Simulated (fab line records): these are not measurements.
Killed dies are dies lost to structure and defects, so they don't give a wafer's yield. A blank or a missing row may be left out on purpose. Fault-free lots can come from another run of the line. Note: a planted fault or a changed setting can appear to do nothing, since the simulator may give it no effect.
fab line records ; flow n5-finfet
[record] lots = 5; wafers = 15; last-day = 18
route steps=1938 shown BEOL_M3@951 BEOL_M4@1111 PASSIVATION@1936
lots that met no fault: from a run of the same line without faults
start-h: the number of hours between the record's first day and the start of the first shown wafer of the lot ; wait-h: how many hours have passed since the lot's step before this one ; " same as the row above ; L1.1+2: a single row standing in for several wafers ; - either no value or no given start ; * or withheld: withheld ; < > ~ a bound
route shown NAME@n: names a module that has steps shown in the file, with the first one's number in the route ; usual: average and standard deviation across the fault-free wafers ; same: alike in all rows ; chamber/n: place in a boat ; sites: per-site readings ; _std_site: the values' standard deviation ; _edge_site: outer sites' mean less inner sites' ; radius-mm: for every site, how far away it sits from the centre of the wafer ; mask NAME#n: copy n ; behind: the most recent tool/chamber to have shaped the wafer ; hold: cause of the lot's hold/its duration in hours/its outcome ; device: transistor that didn't switch, given as n, p or np ; end of line: tests of these same wafers at the route's end ; step lacking rows: just its recipe ; killed: dies that structure and defects cost at the first sort, which is not the same as the wafer's yield ; map: a wafer's dies, x killed, . not, _ none there
set.NAME: the setting that was run; set.NAME@STEP: the one run at that earlier step ; model.NAME: the simulator's own value behind a step, which no gauge read
lots at some steps of the route; a table a step, a row a wafer
services: when a tool's chamber went out of use (start-h, in hours from the record's first day, below 0 if earlier), for how many hours, and the reason
[[steps]]
[step N5_BEOL_M3_STRIP_65]
[recipe] chemistry = N2/H2; temp-c = 40; n2-flow-sccm = 200; h2-flow-sccm = 200; rf-frequency-hz = 6e+07
[step N5_BEOL_M3_STRIP_75]
[recipe] chemistry = N2/H2; temp-c = 40; n2-flow-sccm = 200; h2-flow-sccm = 200; rf-frequency-hz = 6e+07
[step N5_BEOL_M3_STRIP_66]
[recipe] chemistry = CF4; resist = SiARC; power-w = 300; bias-power-w = 75; pressure-mtorr = 50; cf4-flow-sccm = 150; rf-frequency-hz = 6e+07
[step N5_BEOL_M3_HM_OPEN_17]
[recipe] chemistry = Cl2/BCl3; target-depth-a = 200; overetch-a = 60; target = TiN; mask-material = SOC; ion-energy-ev = 150; pressure-mtorr = 10; icp-w = 1000; bias-w = 126; Cl2_flow_sccm = 53.25; bcl3-flow-sccm = 21.75; Ar_flow_sccm = 25
[step N5_BEOL_M3_STRIP_19]
[recipe] chemistry = O2; power-w = 400; temp-c = 40; pressure-mtorr = 30; rf-frequency-hz = 6e+07; bias-power-w = 0; overash-fraction = 0.2; o2-flow-sccm = 225
[step N5_BEOL_M3_COAT_67]
[recipe] resist = SOC; temp-c = 250; time-s = 60; spin-rpm = 1500; resist-thk-nm = 60
[step N5_BEOL_M3_COAT_68]
[recipe] resist = SiARC; temp-c = 220; time-s = 60; spin-rpm = 1500; resist-thk-nm = 12
[step N5_BEOL_M3_COAT_76]
[recipe] resist = underlayer; temp-c = 205; time-s = 60; spin-rpm = 1500; resist-thk-nm = 5
[step N5_BEOL_M3_COAT_22]
[recipe] resist = CAR-EUV; spin-rpm = 1500; resist-thk-nm = 30
[step N5_BEOL_M3_EBR_24]
[recipe] solvent = PGMEA; ebr-width-mm = 1.5
[step N5_BEOL_M3_SOFTBAKE_23]
[recipe] temp-c = 110; time-s = 60; resist = CAR-EUV
[step N5_BEOL_M3_EXPOSE_25]
[recipe] mask-id = V2; na = 0.33; source-shape = quasar; sigma-inner = 0.2; sigma-outer = 0.8; polarization = unpolarized; defocus-nm = 5; dose-mj = 63
lot.wafer;tool;chamber;start-h;wait-h;mask
L158.1+2+5;euv-scanner-02;0;181.33;-;V2#0
L159.1+2+6;euv-scanner-02;0;190.87;-;V2#0
L161.3+4+6;euv-scanner-02;0;193.98;-;V2#0
L173.1+4+5;euv-scanner-02;0;281.71;-;V2#0
L171.1+2+3;euv-scanner-01;0;283.55;-;V2#0
[step N5_BEOL_M3_PEB_26]
[recipe] peb-temp-c = 100; peb-time-s = 60; resist = CAR-EUV
[step N5_BEOL_M3_DEVELOP_27]
[recipe] develop-time-s = 30; developer = TMAH; resist = CAR-EUV; rinse-liquid = surfactant-rinse; dry = air-spin; dev-temp-c = 23
[step N5_BEOL_M3_CD_MEAS_28]
[recipe] target-cd-nm = 25.7; landing-energy-ev = 500; detector = se-inlens; target-cd-y-nm = 23.3; polarity = opening
[usual] cd-nm = 25.74/0.25
lot.wafer;tool;chamber;start-h;wait-h;cd-nm
L158.1;cd-sem-03;0;181.48;-;26.11
L158.2;cd-sem-03;0;181.48;-;25.41
L158.5;cd-sem-03;0;181.48;-;20.41
L159.1;cd-sem-01;0;191.01;-;25.76
L159.2;cd-sem-01;0;191.01;-;25.71
L159.6;cd-sem-01;0;191.01;-;20.77
L161.3;cd-sem-03;0;194.11;-;25.95
L161.4;cd-sem-03;0;194.11;-;25.36
L161.6;cd-sem-03;0;194.11;-;20.78
L173.1;cd-sem-01;0;281.86;-;25.88
L173.4;cd-sem-01;0;281.86;-;25.56
L173.5;cd-sem-01;0;281.86;-;25.24
L171.1;cd-sem-02;0;283.69;-;25.52
L171.2;cd-sem-02;0;283.69;-;25.53
L171.3;cd-sem-02;0;283.69;-;25.61
[step N5_BEOL_M3_DESCUM_33]
[recipe] chemistry = O2; time-s = 7; source-power-w = 50; bias-power-w = 20; pressure-mtorr = 20; rf-frequency-hz = 2.712e+07; temp-c = 40; resist = CAR-EUV; o2-flow-sccm = 225
[step N5_BEOL_M3_ETCH_77]
[recipe] chemistry = N2/H2; target = underlayer; target-depth-a = 65; mask-material = CAR-EUV; time-s = 5.2; ion-energy-ev = 200; pressure-mtorr = 30; source-w = 840; bias-w = 150; n2-flow-sccm = 200; h2-flow-sccm = 200; ends = cleared
[step N5_BEOL_M3_ETCH_69]
[recipe] chemistry = CF4; target = SiARC; target-depth-a = 156; mask-material = CAR-EUV; time-s = 26; ion-energy-ev = 80; pressure-mtorr = 40; source-w = 545; bias-w = 36; Ar_flow_sccm = 100; cf4-flow-sccm = 100; ends = cleared
[step N5_BEOL_M3_ALD_98]
[recipe] material = SiO2; target-thk-a = 25; temp-c = 100; ald-precursor-family = BDEAS; ald-co-reactant = O2-plasma; pulse-time-s = 1; co-reactant-pulse-time-s = 1; purge-time-s = 2; co-reactant-purge-time-s = 2; ald-cycles = 17; pressure-torr = 2
[step N5_BEOL_M3_ETCHBACK_99]
[recipe] chemistry = CHF3; target = SiO2; target-depth-a = 50; time-s = 10.4; source-w = 215; bias-w = 47; Ar_flow_sccm = 200; CHF3_flow_sccm = 12; ion-energy-ev = 100; pressure-mtorr = 30
[step N5_BEOL_M3_ETCH_70]
[recipe] chemistry = N2/H2; target = SOC; target-depth-a = 800; overetch-a = 160; mask-material = SiARC; temp-c = 40; time-s = 120; ion-energy-ev = 200; pressure-mtorr = 30; source-w = 840; bias-w = 150; n2-flow-sccm = 200; h2-flow-sccm = 200
[step N5_BEOL_M3_STRIP_71]
[recipe] chemistry = N2/H2; temp-c = 40; n2-flow-sccm = 200; h2-flow-sccm = 200; rf-frequency-hz = 6e+07
[step N5_BEOL_M3_STRIP_78]
[recipe] chemistry = N2/H2; temp-c = 40; n2-flow-sccm = 200; h2-flow-sccm = 200; rf-frequency-hz = 6e+07
[step N5_BEOL_M3_VIA_ETCH_34]
[recipe] chemistry = C4F6/O2; target-depth-a = 694; mask-material = SOC; pressure-mtorr = 15; ion-energy-ev = 250; taper-deg = 4; time-s = 65.9; source-w = 350; bias-w = 170; Ar_flow_sccm = 300; C4F6_flow_sccm = 10; O2_flow_sccm = 10
[step N5_BEOL_M3_STRIP_83]
[recipe] chemistry = C4F6/O2; resist = SiARC; rf-frequency-hz = 6e+07
[step N5_BEOL_M3_STRIP_36]
[recipe] chemistry = N2/H2; power-w = 450; temp-c = 40; pressure-mtorr = 20; rf-frequency-hz = 6e+07; overash-fraction = 0.3; bias-power-w = 7; h2-frac = 0.5; n2-flow-sccm = 200; h2-flow-sccm = 200
[step N5_BEOL_M3_TRENCH_ETCH_37]
[recipe] chemistry = C4F6/O2; target-depth-a = 555.55; target = SiOC; time-s = 29.2; ion-energy-ev = 250; pressure-mtorr = 30; source-w = 355; bias-w = 185; Ar_flow_sccm = 300; C4F6_flow_sccm = 10; O2_flow_sccm = 10
[step N5_BEOL_M3_ETCH_41]
[recipe] chemistry = CH3F/O2; target = SiCN; target-depth-a = 299; taper-deg = 2; time-s = 52.5; ion-energy-ev = 120; mask-material = TiN; pressure-mtorr = 30; source-w = 395; bias-w = 75; Ar_flow_sccm = 150; CH3F_flow_sccm = 30; O2_flow_sccm = 20
[step N5_BEOL_M3_STRIP_97]
[recipe] chemistry = N2/H2; time-s = 10; power-w = 450; temp-c = 40; pressure-mtorr = 20; rf-frequency-hz = 6e+07; bias-power-w = 7; n2-flow-sccm = 200; h2-flow-sccm = 200
[step N5_BEOL_M3_HM_STRIP_39]
[recipe] chemistry = peroxide-tin-strip; material = TiN; target-depth-a = 250; temp-c = 50; time-s = 158
[step N5_BEOL_M3_SRD_40]
[recipe] time-s = 30; temp-c = 23; rinse-liquid = diw; dry = ipa-marangoni
[step N5_BEOL_M3_PRECLEAN_42]
[recipe] chemistry = residue-remover; time-s = 60; temp-c = 40
[step N5_BEOL_M3_SRD_43]
[recipe] time-s = 30; temp-c = 23; rinse-liquid = diw; dry = ipa-marangoni
[step N5_BEOL_M3_DEGAS_44]
[recipe] ambient = vacuum; temp-c = 250; time-s = 60
[step N5_BEOL_M3_PRE_CLEAN_45]
[recipe] gas = H2/He; time-s = 30; temp-c = 250
[step N5_BEOL_M3_ALD_84]
[recipe] material = TaN; target-thk-a = *; temp-c = 275; ald-precursor-family = PDMAT; ald-co-reactant = NH3; pressure-torr = 3; carrier-flow-sccm = 1500; pulse-time-s = 2; purge-time-s = 3; co-reactant-purge-time-s = 2; co-reactant-pulse-time-s = 3; ald-cycles = 30; precursor-vessel-temp-c = 75; precursor-vessel-pressure-torr = 26.25; precursor-vessel-carrier-sccm = 1000
[step N5_BEOL_M3_SURFACE_TREAT_85]
[recipe] gas = Ar; time-s = *; ion-energy-ev = *; ion-current-ma-cm2 = 0.5; pressure-mtorr = *; ar-flow-sccm = 30
[step N5_BEOL_M4_RC_MEAS_101]
[usual] DIBL_N = 37.2/2.1; DIBL_P = 37.3/2.3; IOFF_N = 0.18/0.041; IOFF_P = 0.24/0.042; ION_N = 680/13; ION_P = 466/7.7; SS_N = 71.8/0.68; SS_P = 73.5/0.66; VT_N = 249/3.6; VT_P = -248/3.4
lot.wafer;tool;chamber;start-h;wait-h;DIBL_N[mV/V];DIBL_P[mV/V];IOFF_N[nA/um];IOFF_P[nA/um];ION_N[uA/um];ION_P[uA/um];SS_N[mV/dec];SS_P[mV/dec];VT_N[mV];VT_P[mV]
L158.1;prober-02;0;204.82;0.0;38.8;39.1;0.24;0.31;688;481;72.7;74.5;241;-241
L158.2;prober-02;0;204.82;0.0;36.3;36.9;0.18;0.26;681;472;71.4;73.7;246;-245
L159.1;prober-02;0;209.74;0.0;36.1;36.5;0.16;0.23;678;471;71.5;74.3;248;-249
L159.2;prober-02;0;209.74;0.0;36.8;37.5;0.18;0.24;685;473;72.6;73.9;249;-247
L161.3;prober-01;0;211.91;0.3;38.4;39.0;0.21;0.26;688;465;72.0;73.7;244;-249
L161.4;prober-01;0;211.91;0.3;33.6;34.5;0.12;0.18;661;463;71.1;72.1;252;-252
L161.6;prober-01;0;211.91;0.3;33.7;34.4;0.12;0.18;663;460;70.5;72.4;251;-252
L173.1;prober-02;0;312.96;0.0;36.9;35.6;0.15;0.21;683;469;71.1;73.1;251;-250
L173.4;prober-02;0;312.96;0.0;37.4;36.3;0.16;0.21;673;471;71.7;73.4;251;-248
L173.5;prober-02;0;312.96;0.0;40.1;38.5;0.21;0.25;682;470;72.7;74.0;247;-247
L171.1;prober-01;0;316.30;0.0;37.4;39.8;0.20;0.28;684;477;72.2;74.0;248;-246
L171.2;prober-01;0;316.30;0.0;37.5;39.5;0.21;0.27;694;473;72.8;73.7;247;-245
L171.3;prober-01;0;316.30;0.0;37.1;39.2;0.20;0.28;698;483;72.2;73.8;244;-245
[step N5_PASSIVATION_PROBE_49]
[usual] defect-limited-yield = 91.0/1.6; killed_at_M0_to_M3 = 35/11; killed_at_M4_up = 14/5.3; killed-at-contacts = 13/6.7; killed-at-front-end = 41/12; killed-at-other = 3.9/2.7; killed-dies = 106/19; killed-on-rim = 14/4; killed-open = 70/14; killed-short = 35/8.8; sort_bin_5_function = 5.3/1; sort_bin_6_memory = 3.3/0.81; sort-n-pass = 1073/19; sort-yield-pct = 91.0/1.6
[same] gross-dies = 1180; killed-at-back-side = 0; sort_bin_4_leakage[%] = 0; sort_bin_8_speed[%] = 0
lot.wafer;tool;chamber;start-h;wait-h;defect-limited-yield[%];killed_at_M0_to_M3;killed_at_M4_up;killed-at-contacts;killed-at-front-end;killed-at-other;killed-dies;killed-on-rim;killed-open;killed-short;sort_bin_5_function[%];sort_bin_6_memory[%];sort-n-pass;sort-yield-pct[%]
L158.5;prober-02;-;319.85;0.2;38.8;658;10;11;40;3;722;123;55;26;57.0;2.9;458;38.8
L159.6;prober-01;-;324.23;0.3;27.6;775;6;23;45;5;854;134;72;50;67.8;3.9;326;27.6
L161.3;prober-02;-;325.93;0.1;89.4;43;16;12;46;8;125;15;60;64;6.2;3.9;1055;89.4
L161.4;prober-02;-;325.98;0.2;90.2;34;17;16;43;6;116;16;74;39;6.3;3.2;1064;90.2
L161.6;prober-02;-;326.08;0.3;51.7;482;11;10;64;3;570;100;72;39;44.7;3.1;610;51.7
// killed by level:class
L158.5 BEOL_M3:area-expose=633 MOL_CONTACT_COAG:geometric-particle:open=10 BEOL_M1:geometric-particle:open=9 FIN_SAQP:geometric-particle:open=8 HKMG_FIN:area-etch=7 BEOL_M0_SAQP:geometric-particle:short=6 BEOL_M4:geometric-particle:open=5 STI_FIN_REVEAL:geometric-particle:open=4
L159.6 BEOL_M3:area-expose=732 MOL_CONTACT_COAG:geometric-particle:open=14 BEOL_M0_SAQP:geometric-particle:short=14 FIN_SAQP:geometric-particle:open=9 MOL_CONTACT_COAG:geometric-particle:short=9 BEOL_M2:geometric-particle:open=9 FIN_SAQP:geometric-particle:short=8 STI_FIN_REVEAL:geometric-particle:open=7
L161.3 FIN_SAQP:geometric-particle:short=18 BEOL_M0_SAQP:geometric-particle:short=18 FIN_SAQP:geometric-particle:open=11 MOL_CONTACT_COAG:geometric-particle:open=9 BEOL_M0_SAQP:geometric-particle:open=9 BEOL_M3:geometric-particle:open=8 BEOL_M1:geometric-particle:short=5 STARTING-WAFER:geometric-particle:short=5
L161.4 FIN_SAQP:geometric-particle:open=16 MOL_CONTACT_COAG:geometric-particle:open=13 BEOL_M0_SAQP:geometric-particle:open=11 BEOL_M0_SAQP:geometric-particle:short=10 BEOL_M4:geometric-particle:open=7 FIN_SAQP:geometric-particle:short=6 BEOL_M1:geometric-particle:open=5 BEOL_M4:geometric-particle:short=5
L161.6 BEOL_M3:area-expose=456 FIN_SAQP:geometric-particle:open=16 STI_FIN_REVEAL:geometric-particle:open=11 FIN_SAQP:geometric-particle:short=8 GATE_CUT:geometric-particle:short=8 MOL_CONTACT_COAG:geometric-particle:open=7 BEOL_M1:geometric-particle:open=7 GATE_CUT:geometric-particle:open=5
// map L158.5 (x killed, . not)
_________________xxxxx.x..x..________________
______________xxx.x........xxx.._____________
___________xxxxxxx.xxx.xxx....xx.xx__________
__________x.x...xx.x..xx.x.xx...xxxx_________
________xxxxxx.xxxxx..xx.....x...x..xx_______
_______xxxxxx.x.xxxxx.xx....xx.....x...______
______xxxxxxxxxx..x...x...xx.x..xx...x.._____
_____xx.x.....x..x..x..x.xx...x.x....x...____
____xxxxxxxxxx.x.xx....x....xxx....x.x..x.___
___xxxxxx.xx...xxxxx..x..x......x.x..x..x.x__
___xxxxx.x..x...x.x.xx...............x.xx..__
__xxxxxx.x.x.x.x.xx....xx.x...x....x.x..x.x._
__xxxxxxxxxxx......xx...x..x....x.....x.xx.x_
_xxxxxx.xxxxx.x...xxx.xx.x.x..x....x......x..
_.xx.xxxxx...x.x..x....x......x..........x.xx
_xxxxxxxxxx.xxx.x..x.x..xx.........x.xx...x.x
_xxxxxxxxxxxxx.x...xx..x....x.x.......x.xx.xx
_xxxxxx.xxxx...x.x....x...x.x....x...x...x.xx
_xxxxxxxx.xxxxxx..x.x.xx.x.........x..x.x.xxx
_xxxxxxxxxxx.xxx....xxxx...x.xxxxx....xx..x..
_xxxx.xxxxxxx.xxx..x.x.x.x.x..x...x.....x.x..
__x.xxxxxxxx.xxx...xx......x..xx.xxx.xxxxxxx_
__xxxxxxxxxx.xx.x..x.xx.xxx.x.xxx..xxx.x...x_
___xxxxxxxxxxxxxx...xxx.x..x.xx...x..xxxxxx__
___xxxxxxxx.xxx.xxxxx..xxxxx.xxx..xxxx.xxxx__
____xxxxxxxxxxxxxx.xx.xxxxx..xxxxxxx.xxxx.___
_____xxxxxxxxxxxxxxxxx......xxx.x.xxxxxxx____
______xxxxxxxxxxxxxx.x.x.xxx.x.xxx.xxxxx_____
_______xxxxxxxxxxxxxxxxxxxxxxxxxxxxxxxx______
________xxxxxxxxxxxxxxxxxxxx.xxx.xxxxx_______
__________xxxxxxxxxxx.xxx.xxxxxxxxxx_________
___________xxxxxxxxxxxxxxxxxx.xxxxx__________
______________xxxxxxxxxxxxxxxxxx_____________
_________________xxxxxxxxxxxx________________
// map L159.6 (x killed, . not)
_________________x.xxxxxxxx..________________
______________xx.xxxxxxx..xxx..x_____________
___________x.x.x.xxxxxx.xxx...x.xxx__________
__________xx.xxxxxx.x..x.x.xx.x.x.xx_________
________xxxxxxxxxxx.....xxx...x.xxxx.x_______
_______xxxx.xxx.x...x..xx..xxx.......xx______
______xxxxx.xxxxx..x.xx..xxx...x....xx.x_____
_____xxxxxxxxxxxxxx.xxxx.xx.x..x..x..xxxx____
____xxxxxx.xx..x...x..xxx...x.xxx...xxxxxx___
___xxxxxxxx.xx.xx....x....x....x..xx.x.xxxx__
___xxxxxx..xxxxx.x.....xx...xx...x.x.x....x__
__xxxxxxx.xxxxxxxx..x......xx.....xxxxxxxxxx_
__xxxxxxxxxxx.xx.x.x..xxxxx.x..x....x.xxxx.._
_xxxxxxxxxx.xx..xxxx....xx.x...x..xxx..xxxxxx
_xxxxxx.xxx..xxxxxxx.....xx...x.x.xx.x.....x.
_xxxxxxxxxx.xx.x...x..xxxxxx..xx..xx....xxxx.
_xxxxxxxxxxx.x.xx..x.x.x.x.x..x...x..xx.xxxxx
_xxxxx.xxxxxxxxxx.xx....x..x.x..xx.xxx...xxxx
_.xxxxxxxxxxxxx.x.xx....xxx..xxx..xx.x.xxxxx.
_xxxxx.xxxxxxx.xxx.xxx..xxx...xxx.xxx..x.xx.x
_xxxxxxxxxx.x.xx.xxxxxxxx.xxxxx..xxx.xxxxx.xx
__xxxxxxxxxxxxxxxx..x.xx.xxxx.xxxxxx...xx.xx_
__xxxxxxxxxxxx.xxxxx.x.xx.....xx.xxx.xxxxx.x_
___xxxxxxxxxxxxxxx.x.....xxx.xxx.xx.xxxxxxx__
___xxxxxx.xxx.xxxxx.x.xxxxxx.xxx..xxxx.xxxx__
____xxxxxxxxx.xxxxxxxxxxxxx.x.xxxx..xxxxxx___
_____xxxxxxx.xxxxxxxx.x.x.xxxxxxxxx.xxxxx____
______xxxxxxxxxxxxxxxxxxxxxxxxx.xx.xxxx._____
_______xxxxxxxxxxxxxxxxx.xxxxxxxx.xxxxx______
________xxxxxxxxxxxxxxxxx.xxxxxxxxxxxx_______
__________xxxxxxxxxxxxxxxxxxxxxxxxxx_________
___________xxxxxxxxxxxxxxxxxxxxxxxx__________
______________xxxxxxxxxxxxxxxxxx_____________
_________________xxxxxxxxxxxx________________
[[services]]
tool;chamber;start-h;hours;kind
euv-scanner-01;0;166.06;-;calibration
euv-scanner-01;-;171.63;1.0;pm
euv-scanner-01;-;179.16;4.6;pm
euv-scanner-01;-;186.58;5.8;pm
euv-scanner-02;-;205.11;1.0;pm
euv-scanner-02;-;206.23;4.6;pm
euv-scanner-01;-;227.78;1.0;pm
euv-scanner-02;-;261.29;1.0;pm
euv-scanner-02;0;277.17;-;calibration
[[key]]
[first-sign] step = N5_BEOL_M3_CD_MEAS_28; reading = cd-nm; direction = down; sigmas = 20; usual = 25.74; struck = 20.66
[effect] step = N5_PASSIVATION_PROBE_49; reading = killed_at_M0_to_M3; direction = up; sigmas = 53; usual = 35; struck = 638
[more-kills-born-at] N5_BEOL_M3_EXPOSE_25@euv-scanner-02 = 1821
met-at N5_BEOL_M3_EXPOSE_25
struck-wafers L158.5,L159.6,L161.6
later-rows-left-out L158.5,L159.6
[fault] kind = process-parameter-drift; tool = euv-scanner-02; chamber = -; onset-h = 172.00; steps = N5_BEOL_M3_EXPOSE_25; channel = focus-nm; offset = 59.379; shape = step; end-h = 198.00; scope = struck-wafers-only
// later-rows-left-out: the simulator's readings of these wafers behind a module that went badly wrong aren't trusted and aren't shown, but for the sort
